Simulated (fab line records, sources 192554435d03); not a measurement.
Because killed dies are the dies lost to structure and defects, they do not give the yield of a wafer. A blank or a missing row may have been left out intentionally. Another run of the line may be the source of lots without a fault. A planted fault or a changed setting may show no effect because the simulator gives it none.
fab line records | flow n5Finfet
record lots=7 wafers=19 lastDay=16
route steps=1938 shown BEOL_M8@1353 BEOL_M15@1830 PASSIVATION@1936
lots with no fault: from the same line, run without faults
startH: start of the lot's first displayed wafer, in hours after the record's first day | waitH: hours since the lot's step before | " unchanged from the row above | L1.1+2: a single row standing in for several wafers | - no value, or no start given | * or withheld: withheld | < > ~ a bound
route shown NAME@n: names a module that has steps shown in the file, with the first one's number in the route | usual: mean/standard deviation taken from wafers without a fault | same: alike in all rows | chamber/n: place in a boat | sites: the reading at each site | _std_site: the values' standard deviation | _edge_site: inner sites' mean taken away from outer sites' mean | radiusMm: for every site, how far away it sits from the centre of the wafer | mask NAME#n: copy n | behind: the last tool/chamber to shape the wafer | hold: reason for holding the lot/hours on hold/outcome of the hold | device: whichever transistor did not switch (one of n, p or np) | end of line: the same wafers' tests at the end of the route | a step without rows: its recipe alone | killed: at the first sort, the dies lost to defects and structure; wafer yield is something else | map: the dies of a wafer, with x for killed, . for not killed, _ for no die there
set.NAME: the setting the step ran with; set.NAME@STEP: the setting that earlier step ran with | model.NAME: the simulator's own value behind a step, which no gauge read
route steps across a sampled set of lots; one table per step, one row per wafer
services: the hour from which a tool's chamber was out of use, counted from the record's first day as startH (under 0 if before that day), plus the number of hours and why
## steps
# step N5_BEOL_M8_HM_OPEN_17
# recipe chemistry=Cl2/BCl3 targetDepthA=200 overetchA=60 target=TiN maskMaterial=SOC ionEnergyEv=150 pressureMtorr=10 icpW=1000 biasW=126 Cl2_flow_sccm=53.25 bcl3FlowSccm=21.75 Ar_flow_sccm=25
# usual drypumpMotorCurrentA=5.9/0.48 oesProductAu=0.68/0.063 throttleValvePct=22.1/0.31
# columns lot.wafer tool chamber startH waitH drypumpMotorCurrentA oesProductAu rfHoursCounterH throttleValvePct
L661.2 rieMetal-01 1 242.33 0.0 6.3 0.81 4 21.4
L661.3 " 1 " " 6.3 0.81 - 21.4
L661.6 " 0 " " 4.7 0.75 - 22.2
L663.2 rieMetal-03 0 242.61 0.0 6.3 0.75 17 22.0
L663.4 " 1 " " 6.4 0.70 - 22.1
L663.5 " 0 " " 6.3 0.75 - 22.0
L662.2 rieMetal-03 1 242.91 0.0 6.4 0.70 27 22.1
L662.3 " 1 " " 6.4 0.71 - 22.1
L662.4 " 0 " " 6.3 0.76 - 22.0
L668.1 rieMetal-03 1 289.99 0.0 6.4 0.70 30 22.0
L668.4 " 1 " " 6.3 0.70 - 22.1
L668.5 " 1 " " 6.4 0.70 - 22.0
L672.4 rieMetal-01 1 298.31 0.1 6.3 0.79 - 21.4
L672.5 " 0 " " 4.7 0.74 - 22.2
L672.6 " 1 " " 6.3 0.79 - 21.4
L673.1 rieMetal-02 1 310.62 0.0 6.0 0.65 49 22.6
L673.2 " 0 " " 5.6 0.59 80 22.0
L676.4 rieMetal-02 0 317.41 0.1 5.6 0.60 - 22.0
L676.6 " 0 " " 5.6 0.59 - 22.1
# step N5_BEOL_M8_DESCUM_33
# recipe chemistry=O2 timeS=7 sourcePowerW=50 biasPowerW=20 pressureMtorr=20 rfFrequencyHz=2.712e+07 tempC=40 resist=CAR-EUV o2FlowSccm=225
# usual drypumpMotorCurrentA=5.6/0.42 o2FlowSccm=224.9/0.62 oesProductAu=0.82/0.073 rfVppV=243.4/1.2 showerheadPlenumPTorr=2.11/0.062 throttleValvePct=20.47/0.17
# columns lot.wafer tool chamber startH waitH drypumpMotorCurrentA o2FlowSccm oesProductAu rfHoursCounterH rfVppV showerheadPlenumPTorr throttleValvePct
L662.2 rieDiel-06 0 244.17 0.4 5.3 225.2 0.73 184 243.7 2.08 20.69
L662.3 " 1 " " 6.2 226.3 0.69 236 241.7 1.96 20.42
L662.4 " 3 " " 5.1 225.4 0.91 11 243.7 2.16 20.46
L663.2 rieDiel-01 0 244.58 0.7 5.4 225.1 0.83 87 243.7 2.14 20.47
L663.4 " 3 " " 5.6 224.6 0.67 247 243.3 2.15 20.75
L663.5 " 2 " " 4.9 225.0 0.88 - 242.4 2.15 20.38
L661.2 rieDiel-06 2 244.61 0.7 5.3 224.6 0.84 76 245.7 2.21 20.30
L661.3 " 0 " " 5.3 224.9 0.71 184 243.2 2.08 20.68
L661.6 " 0 " " 5.3 225.1 0.72 - 243.0 2.08 20.68
L668.1 rieDiel-06 0 292.13 0.2 5.3 224.5 0.71 201 242.9 2.08 20.69
L668.4 " 3 " " 5.1 225.0 0.90 - 243.5 2.15 20.48
L668.5 " 0 " " 5.4 225.8 0.72 - 244.2 2.08 20.70
L672.4 rieDiel-01 2 299.35 0.3 4.9 225.9 0.84 72 245.0 2.14 20.41
L672.5 " 0 " " 5.4 225.6 0.79 - 244.0 2.13 20.49
L672.6 " 1 " " 6.1 224.8 0.80 - 243.0 2.10 20.56
L673.1 rieDiel-01 3 311.88 0.1 5.6 224.5 0.93 9 244.8 2.15 20.43
L673.2 " 0 " " 5.4 224.3 0.79 113 243.2 2.13 20.50
L676.4 rieDiel-05 1 318.45 0.0 5.9 224.7 0.84 84 241.5 2.02 20.51
L676.6 " 2 " " 5.8 225.6 0.81 - 241.4 2.03 20.69
# step N5_BEOL_M8_STRIP_36
# recipe chemistry=N2/H2 powerW=450 tempC=40 pressureMtorr=20 rfFrequencyHz=6e+07 overashFraction=0.3 biasPowerW=7 h2Frac=0.5 n2FlowSccm=200 h2FlowSccm=200
# usual drypumpMotorCurrentA=5.6/0.43 oesProductAu=0.82/0.072 rfVppV=59.1/1.4 showerheadPlenumPTorr=2.55/0.074 throttleValvePct=23.68/0.19
# columns lot.wafer tool chamber startH waitH drypumpMotorCurrentA oesProductAu rfHoursCounterH rfVppV showerheadPlenumPTorr throttleValvePct
L662.2 rieDiel-06 0 244.40 0.0 5.3 0.72 184 58.4 2.54 24.17
L662.3 " 1 " " 6.2 0.70 236 59.4 2.39 23.90
L662.4 " 3 " " 5.1 0.92 11 60.3 2.59 23.54
L663.2 rieDiel-01 0 244.82 0.0 5.4 0.82 88 57.4 2.55 23.42
L663.4 " 3 " " 5.6 0.66 247 60.5 2.60 23.83
L663.5 " 2 " " 4.9 0.87 - 61.7 2.59 23.53
L661.2 rieDiel-06 2 244.84 0.0 5.3 0.82 76 59.2 2.68 23.55
L661.3 " 0 " " 5.4 0.71 184 61.2 2.54 24.09
L661.6 " 0 " " 5.3 0.73 - 60.7 2.54 24.14
L668.1 rieDiel-06 0 292.36 0.0 5.3 0.71 201 61.0 2.53 24.14
L668.4 " 3 " " 5.1 0.89 - 58.3 2.58 23.54
L668.5 " 0 " " 5.3 0.72 - 58.4 2.53 24.12
L672.4 rieDiel-01 2 299.58 0.0 4.9 0.86 72 59.1 2.58 23.56
L672.5 " 0 " " 5.4 0.80 - 57.8 2.54 23.44
L672.6 " 1 " " 6.1 0.81 - 57.2 2.53 23.63
L673.1 rieDiel-01 3 312.11 0.0 5.6 0.93 9 59.4 2.59 23.59
L673.2 " 0 " " 5.4 0.80 113 59.5 2.54 23.46
L676.4 rieDiel-05 1 318.68 0.0 5.9 0.83 84 57.7 2.44 23.87
L676.6 " 2 " " 5.8 0.81 - 59.1 2.45 23.68
# step N5_BEOL_M8_TRENCH_ETCH_37
# recipe chemistry=C4F6/O2 targetDepthA=934.78 target=SiCOH_lowk timeS=31.2 ionEnergyEv=250 pressureMtorr=30 sourceW=345 biasW=185 Ar_flow_sccm=300 C4F6_flow_sccm=10 O2_flow_sccm=10
# usual drypumpMotorCurrentA=5.6/0.42 oesProductAu=0.82/0.075 rfVppV=668/13 showerheadPlenumPTorr=2.86/0.079 throttleValvePct=20.89/0.16
# columns lot.wafer tool chamber startH waitH drypumpMotorCurrentA oesProductAu rfHoursCounterH rfVppV showerheadPlenumPTorr throttleValvePct
L662.2 rieDiel-06 0 244.44 - 5.3 0.72 184 660 2.82 21.08
L662.3 " 1 " " 6.1 0.69 236 653 2.70 21.04
L662.4 " 3 " " 5.1 0.94 11 683 2.92 20.91
L663.2 rieDiel-01 0 244.86 - 5.4 0.83 88 647 2.85 20.70
L663.4 " 3 " " 5.6 0.67 247 673 2.92 21.18
L663.5 " 2 " " 4.9 0.88 - 687 2.89 20.69
L661.2 rieDiel-06 2 244.88 - 5.3 0.83 76 676 2.97 20.64
L661.3 " 0 " " 5.3 0.74 184 662 2.82 21.09
L661.6 " 0 " " 5.3 0.72 - 662 2.82 21.05
L668.1 rieDiel-06 0 292.40 - 5.3 0.66 201 661 2.82 21.09
L668.4 " 3 " " 5.1 0.90 - 683 2.91 20.92
L668.5 " 0 " " 5.4 0.66 - 661 2.81 21.09
L672.4 rieDiel-01 2 299.62 - 4.9 0.87 72 684 2.88 20.74
L672.5 " 0 " " 5.4 0.81 - 646 2.85 20.73
L672.6 " 1 " " 6.1 0.79 - 660 2.87 21.07
L673.1 rieDiel-01 3 312.15 - 5.6 0.95 9 674 2.91 20.87
L673.2 " 0 " " 5.4 0.80 113 647 2.84 20.74
L676.4 rieDiel-05 1 318.72 - 5.9 0.83 84 683 2.73 20.92
L676.6 " 2 " " 5.8 0.81 - 675 2.74 21.03
# step N5_BEOL_M8_OCD_MEAS_38
# usual trenchDepthNm=94.0/1.2
# columns lot.wafer tool chamber startH waitH trenchDepthNm
L662.2 ocd-02 - 244.60 - 93.5
L662.3 " - " " 91.9
L662.4 " - " " 95.4
L663.2 ocd-01 - 245.02 - 93.1
L663.4 " - " " 92.9
L663.5 " - " " 94.3
L661.2 ocd-02 - 245.04 - 94.4
L661.3 " - " " 93.8
L661.6 " - " " 91.3
L668.1 ocd-01 - 292.56 - 81.6
L668.4 " - " " 96.0
L668.5 " - " " 81.4
L672.4 ocd-02 - 299.79 - 95.9
L672.5 " - " " 92.9
L672.6 " - " " 93.8
L673.1 ocd-01 - 312.31 - 94.1
L673.2 " - " " 91.6
L676.4 ocd-02 - 318.88 - 95.3
L676.6 " - " " 93.8
# step N5_BEOL_M8_THK_MEAS_53
# recipe thkMeasGauge=xrf reads=Cu_of_BEOL_M8_ECD_50
# usual M8_THK=81.1/1.8
# columns lot.wafer tool chamber startH waitH M8_THK[nm]
L662.2 filmMetro-01 - 248.05 - 81.0
L662.3 " - " " 79.0
L662.4 " - " " 82.8
L663.2 filmMetro-01 - 249.05 - 80.3
L663.4 " - " " 80.0
L663.5 " - " " 81.8
L661.2 filmMetro-01 - 249.32 - 80.6
L661.3 " - " " 80.5
L661.6 " - " " 78.1
L668.1 filmMetro-01 - 295.31 - 70.2
L668.4 " - " " 82.6
L668.5 " - " " 69.3
L672.4 filmMetro-01 - 302.84 - 84.8
L672.5 " - " " 82.0
L672.6 " - " " 82.4
L673.1 filmMetro-02 - 314.99 - 79.4
L673.2 " - " " 77.1
L676.4 filmMetro-01 - 321.38 - 81.4
L676.6 " - " " 78.4
# step N5_BEOL_M8_RS_MEAS_57
# recipe thkMeasGauge=four-point-probe reads=Cu_of_BEOL_M8_ECD_50+Co_of_BEOL_M8_CVD_78+TaN_of_BEOL_M8_ALD_77
# usual M8_RS=0.283/0.0075
# columns lot.wafer tool chamber startH waitH M8_RS[ohm/sq]
L662.2 filmMetro-02 - 248.18 0.1 0.285
L662.3 " - " " 0.293
L662.4 " - " " 0.278
L663.2 filmMetro-01 - 249.18 0.1 0.288
L663.4 " - " " 0.288
L663.5 " - " " 0.280
L661.2 filmMetro-01 - 249.45 0.1 0.283
L661.3 " - " " 0.284
L661.6 " - " " 0.295
L668.1 filmMetro-01 - 295.44 0.1 0.336
L668.4 " - " " 0.277
L668.5 " - " " 0.339
L672.4 filmMetro-01 - 302.97 0.0 0.272
L672.5 " - " " 0.283
L672.6 " - " " 0.280
L673.1 filmMetro-01 - 315.12 0.1 0.286
L673.2 " - " " 0.297
L676.4 filmMetro-01 - 321.51 0.0 0.283
L676.6 " - " " 0.296
# step N5_BEOL_M15_RC_MEAS_101
# usual COMB_M10=1.4e-11/2.8e-12 COMB_M10_max_site=2.1e-11/4.3e-12 COMB_M11=1.37e-11/2.9e-12 COMB_M12=5.7e-12/1.3e-12 COMB_M13=4.2e-12/8.2e-13 COMB_M14=2.9e-12/7.7e-13 COMB_M15=1.9e-12/6.3e-13 COMB_M15_max_site=3e-12/9.6e-13 COMB_M5=3.6e-11/7.3e-12 COMB_M6=2.4e-11/5.4e-12 COMB_M7=2.5e-11/5.2e-12 COMB_M9=1.38e-11/2.6e-12 SERP_M10=3.02/0.076 SERP_M10_max_site=3.11/0.083 SERP_M11=3.04/0.08 SERP_M12=0.634/0.014 SERP_M13=0.308/0.0066 SERP_M14=0.1579/0.003 SERP_M5=38.8/1.6 SERP_M6=13.5/0.52 SERP_M7=13.4/0.56 SERP_M8=13.5/0.46 SERP_M8_max_site=14.2/0.62 SERP_M9=3.04/0.08
# columns lot.wafer tool chamber startH waitH COMB_M10[S/m] COMB_M10_max_site[S/m] COMB_M11[S/m] COMB_M12[S/m] COMB_M13[S/m] COMB_M14[S/m] COMB_M15[S/m] COMB_M15_max_site[S/m] COMB_M5[S/m] COMB_M6[S/m] COMB_M7[S/m] COMB_M9[S/m] SERP_M10[ohm/um] SERP_M10_max_site[ohm/um] SERP_M11[ohm/um] SERP_M12[ohm/um] SERP_M13[ohm/um] SERP_M14[ohm/um] SERP_M5[ohm/um] SERP_M6[ohm/um] SERP_M7[ohm/um] SERP_M8[ohm/um] SERP_M8_max_site[ohm/um] SERP_M9[ohm/um]
L661.2 prober-02 0 301.30 0.2 2.04e-11 2.7e-11 1.13e-11 5.7e-12 5.6e-12 2e-12 1.6e-12 2.3e-12 4.7e-11 2.5e-11 2.4e-11 1.29e-11 3.09 3.19 3.15 0.633 0.327 0.1547 38.8 14.3 13.5 13.5 14.8 2.94
L661.3 " 0 " " 1.93e-11 3.1e-11 1.02e-11 3.9e-12 3.2e-12 2.5e-12 1.6e-12 3e-12 3.9e-11 3.5e-11 2.2e-11 1.37e-11 3.05 3.16 3.13 0.625 0.302 0.1541 38.7 12.9 13.5 13.0 13.4 2.92
L661.6 " 0 " " 1.13e-11 1.8e-11 1.27e-11 4.6e-12 3.2e-12 1.9e-12 5e-13 8e-13 4.8e-11 2.1e-11 2.1e-11 1.49e-11 3.11 3.14 3.10 0.640 0.325 0.1550 36.7 13.8 12.6 13.8 14.3 2.94
L662.2 prober-01 0 303.80 0.2 1.06e-11 1.6e-11 1.51e-11 5.6e-12 5e-12 4.6e-12 2.2e-12 3.4e-12 3.6e-11 1.7e-11 2.5e-11 1.38e-11 3.06 3.11 3.20 0.621 0.298 0.1581 38.7 13.6 14.1 13.5 14.1 3.07
L662.3 " 0 " " 1.19e-11 1.7e-11 1.01e-11 5e-12 5e-12 3.1e-12 2.5e-12 3.5e-12 3.2e-11 1.9e-11 2.9e-11 1.27e-11 2.98 3.11 3.02 0.641 0.314 0.1581 39.6 12.9 13.1 13.8 14.1 2.96
L662.4 " 0 " " 1.31e-11 2.1e-11 1.34e-11 3.7e-12 5.4e-12 3.7e-12 2.8e-12 4.7e-12 2.9e-11 1.9e-11 2.8e-11 1.24e-11 3.04 3.11 3.03 0.622 0.303 0.1609 39.5 13.6 13.4 13.1 13.4 3.08
L663.2 prober-01 0 314.70 0.6 1.5e-11 2.1e-11 1.49e-11 7.4e-12 6.5e-12 2.7e-12 1.7e-12 3.6e-12 3.4e-11 2.8e-11 2.3e-11 1.41e-11 3.08 3.14 2.97 0.619 0.301 0.1561 37.4 13.5 13.8 14.6 15.7 3.03
L663.4 " 0 " " 1.54e-11 3.4e-11 1.69e-11 6.4e-12 4.6e-12 3e-12 1.5e-12 1.7e-12 4e-11 1.6e-11 3e-11 1.16e-11 3.00 3.11 3.07 0.639 0.308 0.1635 37.1 13.3 12.9 14.0 14.3 2.95
L663.5 " 0 " " 1.75e-11 2.8e-11 1.66e-11 6.7e-12 5e-12 3.8e-12 2e-12 3.3e-12 4.1e-11 2e-11 2.8e-11 1.34e-11 3.01 3.09 3.01 0.643 0.312 0.1633 40.1 12.7 14.1 13.9 14.2 2.94
L668.1 prober-02 0 347.85 1.0 1.5e-11 2.2e-11 1.31e-11 6.2e-12 4e-12 3.4e-12 2.3e-12 3.2e-12 3.4e-11 2.2e-11 3.4e-11 1.97e-11 3.07 3.22 2.95 0.626 0.308 0.1543 38.6 13.7 14.6 16.4 16.9 3.17
L668.4 " 0 " " 1.43e-11 2.1e-11 1.51e-11 5.6e-12 3.4e-12 5.3e-12 1.2e-12 2.5e-12 3.6e-11 2.7e-11 2.7e-11 1.45e-11 3.11 3.17 3.04 0.631 0.301 0.1549 38.4 14.1 13.6 13.9 14.5 3.04
L668.5 " 0 " " 8.6e-12 1.6e-11 1.34e-11 5e-12 3e-12 2.4e-12 1.2e-12 1.9e-12 4.1e-11 2.2e-11 2e-11 1.59e-11 3.14 3.24 3.11 0.635 0.307 0.1557 36.7 13.8 13.7 16.0 16.6 2.95
L672.4 prober-01 0 350.79 0.5 1.76e-11 2.6e-11 9.6e-12 6e-12 4.1e-12 2.7e-12 2.4e-12 2.6e-12 3.6e-11 2.6e-11 3.2e-11 1.63e-11 2.90 2.99 3.00 0.642 0.303 0.1627 40.7 13.2 13.9 13.0 13.3 3.11
L672.5 " 0 " " 1.16e-11 1.9e-11 1.08e-11 5e-12 3.3e-12 3.2e-12 2.8e-12 3.8e-12 3.1e-11 2e-11 2.5e-11 1.81e-11 2.98 3.05 2.93 0.636 0.311 0.1580 38.8 14.1 14.6 13.5 14.5 2.94
L672.6 " 0 " " 1.85e-11 2.2e-11 1.48e-11 5.8e-12 5.4e-12 3.4e-12 2e-12 3e-12 3e-11 2.4e-11 3.8e-11 1.89e-11 2.88 3.13 3.09 0.627 0.301 0.1632 39.5 13.0 14.0 13.3 13.7 3.01
L673.1 prober-02 0 369.37 0.0 1.67e-11 2.9e-11 1.25e-11 6.1e-12 2.9e-12 1e-12 2.2e-12 3.7e-12 4.8e-11 2.6e-11 2.9e-11 1.22e-11 3.12 3.20 2.90 0.633 0.321 0.1580 37.1 12.8 13.3 13.9 14.4 3.12
L673.2 " 0 " " 1.24e-11 1.7e-11 1.13e-11 5.2e-12 2.2e-12 2.7e-12 1.6e-12 2.2e-12 4.9e-11 2e-11 2.8e-11 1.91e-11 3.06 3.25 2.86 0.606 0.303 0.1629 40.6 13.0 12.8 13.9 14.5 3.07
L676.4 prober-01 0 372.38 0.5 1.36e-11 1.8e-11 1.01e-11 7.3e-12 4.8e-12 3.8e-12 2e-12 3.1e-12 4.1e-11 2.4e-11 2.3e-11 1.64e-11 3.11 3.16 2.98 0.645 0.313 0.1572 40.8 14.1 13.4 12.9 13.7 3.02
L676.6 " 0 " " 1.02e-11 1.5e-11 1.5e-11 6.7e-12 5.7e-12 2.9e-12 2.4e-12 2.8e-12 3.7e-11 2.7e-11 2.1e-11 1.49e-11 3.04 3.14 2.95 0.637 0.310 0.1579 39.6 14.2 13.2 13.9 15.0 3.01
# sites SERP_M8 radiusMm=0,75,75,75,75,140,140,140,140
L661.2 12.9 12.9 13.5 13.3 13.2 14.3 14.6 14.7 14.8
L662.2 13.6 14.1 13.5 13.6 14.1 13.4 13.0 13.0 12.9
L663.2 14.4 14.3 14.5 14.6 14.4 15.7 14.7 15.1 15.4
L668.1 16.6 16.2 16.7 16.0 16.5 16.4 16.4 16.1 16.9
L672.4 12.9 13.3 12.8 12.9 13.0 13.3 12.9 13.1 13.2
L673.1 14.4 14.3 14.0 13.9 14.1 13.8 13.2 13.5 13.1
L676.4 12.7 12.9 12.8 12.6 12.7 13.7 13.4 13.6 13.4
# step N5_PASSIVATION_PROBE_49
# usual defectLimitedYield=91.3/1.5 killed_at_M0_to_M3=31/11 killed_at_M4_up=14/5.1 killedAtContacts=12/5.6 killedAtFrontEnd=42/12 killedAtOther=3.8/2.9 killedDies=103/18 killedOpen=67/14 killedShort=33/8 sort_bin_5_function=5.1/1 sort_bin_6_memory=3.2/0.75 sortNPass=1077/18 sortYieldPct=91.3/1.5
# same grossDies=1180 killedAtBackSide=0 sort_bin_4_leakage[%]=0 sort_bin_8_speed[%]=0
# columns lot.wafer tool chamber startH waitH defectLimitedYield[%] killed_at_M0_to_M3 killed_at_M4_up killedAtContacts killedAtFrontEnd killedAtOther killedDies killedOpen killedShort sort_bin_5_function[%] sort_bin_6_memory[%] sortNPass sortYieldPct[%]
L661.2 prober-02 - 314.68 0.1 89.7 33 19 10 57 2 121 80 37 5.5 4.2 1059 89.7
L661.3 prober-02 - 314.73 0.2 90.7 20 13 16 60 1 110 73 34 4.9 4.0 1070 90.7
L661.6 prober-02 - 314.88 0.3 89.8 47 20 5 47 1 120 69 50 5.9 3.9 1060 89.8
L662.2 prober-02 - 315.87 0.1 91.4 17 27 25 33 0 102 62 40 4.9 3.2 1078 91.4
L662.3 prober-02 - 315.92 0.1 93.6 19 15 10 32 0 76 59 17 3.7 2.3 1104 93.6
L662.4 prober-02 - 315.97 0.2 90.5 18 18 16 57 3 112 81 25 6.1 2.5 1068 90.5
L663.2 prober-01 - 331.52 0.1 90.0 37 21 14 40 6 118 87 31 4.8 5.0 1062 90.0
L663.4 prober-01 - 331.62 0.2 92.3 22 12 13 43 1 91 68 23 4.7 2.8 1089 92.3
L663.5 prober-01 - 331.67 0.2 92.7 31 18 3 33 1 86 52 34 4.8 2.2 1094 92.7
L668.1 prober-01 - 364.64 0.0 92.4 26 9 13 36 6 90 53 31 4.3 2.7 1090 92.4
L668.5 prober-01 - 364.84 0.2 91.7 26 14 16 34 8 98 57 37 4.8 2.9 1082 91.7
L673.1 prober-02 - 384.22 0.0 87.7 48 5 13 77 2 145 97 38 7.5 4.0 1035 87.7
L673.2 prober-02 - 384.27 0.1 90.8 40 10 9 46 3 108 68 39 5.3 3.6 1072 90.8
# killed by level:class
L661.2 STI_FIN_REVEAL:geometricParticle:open=26 BEOL_M0_SAQP:geometricParticle:open=14 MOL_CONTACT_COAG:geometricParticle:open=10 FIN_SAQP:geometricParticle:short=9 BEOL_M0_SAQP:geometricParticle:short=5 BEOL_M1:geometricParticle:open=5 GATE_CUT:geometricParticle:short=4 BEOL_M5:geometricParticle:open=4
L661.3 STI_FIN_REVEAL:geometricParticle:open=16 MOL_CONTACT_COAG:geometricParticle:open=16 FIN_SAQP:geometricParticle:short=10 FIN_SAQP:geometricParticle:open=9 BEOL_M0_SAQP:geometricParticle:open=6 BEOL_M4:geometricParticle:open=6 BEOL_M1:geometricParticle:open=5 BEOL_M0_SAQP:geometricParticle:short=5
L661.6 BEOL_M0_SAQP:geometricParticle:short=15 BEOL_M0_SAQP:geometricParticle:open=14 FIN_SAQP:geometricParticle:short=9 GATE_CUT:geometricParticle:short=9 BEOL_M4:geometricParticle:open=9 BEOL_M1:geometricParticle:open=8 STI_FIN_REVEAL:geometricParticle:open=8 FIN_SAQP:geometricParticle:open=7
L662.2 MOL_CONTACT_COAG:geometricParticle:open=21 BEOL_M4:geometricParticle:short=14 STI_FIN_REVEAL:geometricParticle:open=10 GATE_CUT:geometricParticle:short=5 BEOL_M0_SAQP:geometricParticle:short=5 BEOL_M4:geometricParticle:open=5 ILD0:geometricParticle:open=4 ILD0:geometricParticle:short=4
L662.3 MOL_CONTACT_COAG:geometricParticle:open=10 FIN_SAQP:geometricParticle:open=8 BEOL_M0_SAQP:geometricParticle:open=7 BEOL_M4:geometricParticle:open=6 STI_FIN_REVEAL:geometricParticle:open=5 DUMMY_GATE:geometricParticle:open=5 FIN_SAQP:geometricParticle:short=3 GATE_CUT:geometricParticle:short=3
L662.4 STI_FIN_REVEAL:geometricParticle:open=15 MOL_CONTACT_COAG:geometricParticle:open=15 FIN_SAQP:geometricParticle:open=12 BEOL_M3:geometricParticle:open=7 BEOL_M4:geometricParticle:open=7 DUMMY_GATE:geometricParticle:open=6 FIN_SAQP:geometricParticle:short=5 STARTING-WAFER:geometricParticle:short=5
L663.2 MOL_CONTACT_COAG:geometricParticle:open=12 STI_FIN_REVEAL:geometricParticle:open=11 BEOL_M4:geometricParticle:open=11 BEOL_M3:geometricParticle:open=8 FIN_SAQP:geometricParticle:open=5 FIN_SAQP:geometricParticle:short=5 BEOL_M0_SAQP:geometricParticle:short=5 BEOL_M0_SAQP:geometricParticle:open=5
L663.4 STI_FIN_REVEAL:geometricParticle:open=21 MOL_CONTACT_COAG:geometricParticle:open=12 BEOL_M4:geometricParticle:open=5 FIN_SAQP:geometricParticle:open=4 GATE_CUT:geometricParticle:short=4 BEOL_M0_SAQP:geometricParticle:open=4 BEOL_M0_SAQP:geometricParticle:short=4 BEOL_M1:geometricParticle:open=4
L663.5 FIN_SAQP:geometricParticle:short=11 BEOL_M4:geometricParticle:open=11 BEOL_M0_SAQP:geometricParticle:short=8 BEOL_M0_SAQP:geometricParticle:open=7 BEOL_M2:geometricParticle:open=6 FIN_SAQP:geometricParticle:open=4 DUMMY_GATE:geometricParticle:open=4 GATE_CUT:geometricParticle:open=3
L668.1 MOL_CONTACT_COAG:geometricParticle:open=9 FIN_SAQP:geometricParticle:short=6 BEOL_M3:geometricParticle:open=6 GATE_CUT:geometricParticle:short=5 STI_FIN_REVEAL:geometricParticle:open=5 BEOL_M0_SAQP:geometricParticle:open=5 BEOL_M2:geometricParticle:open=5 MOL_CONTACT_COAG:geometricParticle:short=4
L668.5 MOL_CONTACT_COAG:geometricParticle:open=12 FIN_SAQP:geometricParticle:open=7 BEOL_M3:geometricParticle:open=7 DUMMY_GATE:geometricParticle:open=6 BEOL_M0_SAQP:geometricParticle:open=6 BEOL_M2:geometricParticle:short=6 FIN_SAQP:geometricParticle:short=5 BEOL_M4:geometricParticle:open=5
L673.1 STI_FIN_REVEAL:geometricParticle:open=29 BEOL_M3:geometricParticle:open=13 MOL_CONTACT_COAG:geometricParticle:open=11 BEOL_M2:geometricParticle:open=11 FIN_SAQP:geometricParticle:short=10 BEOL_M1:geometricParticle:open=9 HKMG_FIN:areaEtch=9 FIN_SAQP:geometricParticle:open=6
L673.2 FIN_SAQP:geometricParticle:open=15 FIN_SAQP:geometricParticle:short=13 BEOL_M0_SAQP:geometricParticle:open=11 BEOL_M3:geometricParticle:open=8 MOL_CONTACT_COAG:geometricParticle:open=8 BEOL_M0_SAQP:geometricParticle:short=7 BEOL_M1:geometricParticle:open=7 GATE_CUT:geometricParticle:short=4
## services
# columns tool chamber startH hours kind
rieDiel-06 3 225.92 16.6 repair
rieDiel-01 3 263.49 2.6 repair
rieDiel-01 3 266.36 - clean
rieDiel-01 3 266.36 - consumableReplace:focusRing
rieDiel-01 3 266.36 24.7 scheduledDown
rieDiel-01 3 266.36 24.7 ventCycle
rieMetal-02 1 281.50 1.1 repair
rieDiel-06 1 287.58 - clean
rieDiel-06 1 287.58 - consumableReplace:focusRing
rieDiel-06 1 287.58 - consumableReplace:showerhead
rieDiel-06 1 287.58 19.8 scheduledDown
rieDiel-06 1 287.58 19.8 ventCycle
rieDiel-05 - 290.15 2.6 repair
rieDiel-06 0 300.58 5.8 repair
## key
firstSign step=N5_BEOL_M8_OCD_MEAS_38 reading=trenchDepthNm direction=down sigmas=10 usual=94.0 struck=81.5
effect step=N5_BEOL_M8_THK_MEAS_53 reading=M8_THK direction=down sigmas=6.3 usual=81.1 struck=69.8
effect step=N5_BEOL_M8_RS_MEAS_57 reading=M8_RS direction=up sigmas=7.3 usual=0.283 struck=0.338
effect step=N5_BEOL_M15_RC_MEAS_101 reading=SERP_M8 direction=up sigmas=5.9 usual=13.5 struck=16.2
metAt N5_BEOL_M8_TRENCH_ETCH_37
struckLots L668
struckWafers L668.1,L668.5
notActingAt N5_BEOL_M8_HM_OPEN_17,N5_BEOL_M8_DESCUM_33,N5_BEOL_M8_STRIP_36
onsetBetween 244.88 292.40
fault kind=processParameterDrift tool=rieDiel-06 chamber=- onsetH=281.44 steps=N5_BEOL_M8_TRENCH_ETCH_37 channel=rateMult offset=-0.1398 shape=step endH=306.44 scope=struckWafersOnly
